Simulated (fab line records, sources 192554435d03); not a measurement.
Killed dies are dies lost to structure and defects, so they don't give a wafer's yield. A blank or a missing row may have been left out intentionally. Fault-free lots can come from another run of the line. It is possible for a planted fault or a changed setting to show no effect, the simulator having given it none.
Chamber matching | flow n5_finfet | N5_BEOL_M4_STRIP_36 on rie_diel-01 has 4 sister chambers
The step strips in N2/H2. 8 wafers are shown with their chamber, then 11 later ones without.

WAFERS, EACH WITH ITS CHAMBER
wafer  | chamber | throttle_valve_pct (%) | drypump_motor_current_A (A)
L078.3 | 2       | 23.9                   | 5.3
L080.3 | 2       | 23.9                   | 5.3
L083.1 | 3       | 24.0                   | 5.4
L084.4 | 1       | 23.1                   | 6.4
L086.1 | 0       | 23.3                   | 6.7
L086.2 | 3       | 24.1                   | 5.5
L086.5 | 1       | 23.1                   | 6.5
L087.3 | 0       | 23.3                   | 6.7

WAFERS WITH NO CHAMBER GIVEN
wafer  | throttle_valve_pct (%) | drypump_motor_current_A (A)
L087.4 | 24.0                   | 5.5
L087.6 | 23.1                   | 6.4
L090.3 | 23.3                   | 6.7
L090.4 | 23.3                   | 6.7
L090.6 | 23.1                   | 6.4
L092.2 | 23.5                   | 5.3
L092.4 | 23.7                   | 5.5
L092.6 | 23.1                   | 6.4
L097.1 | 23.3                   | 6.7
L097.2 | 23.1                   | 6.4
L097.6 | 23.1                   | 6.4

WHICH CHAMBER EACH ONE RAN IN
wafer  | from the rows above | in truth
L087.4 | 3                   | 3
L087.6 | 1                   | 1
L090.3 | 0                   | 0
L090.4 | 0                   | 0
L090.6 | 1                   | 1
L092.2 | 2                   | 2
L092.4 | 2                   | 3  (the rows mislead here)
L092.6 | 1                   | 1
L097.1 | 0                   | 0
L097.2 | 1                   | 1
L097.6 | 1                   | 1
10 of 11 placed correctly. From these rows, 0 cannot be placed. 1 placed wrongly.
How it was worked out, from the rows above alone: a wafer's distance from a chamber is the root of the sum, over the readings, of the square of ((its reading less the chamber's mean) divided by the reading's scatter). If the next closest chamber is less than 2 further off than the closest, the wafer can't be placed; otherwise it belongs to the closest. A chamber's mean is the mean of its shown wafers. The scatter is the square root of a quotient: the sum, over the shown wafers, of each reading's squared deviation from its chamber's mean, divided by wafers minus chambers.
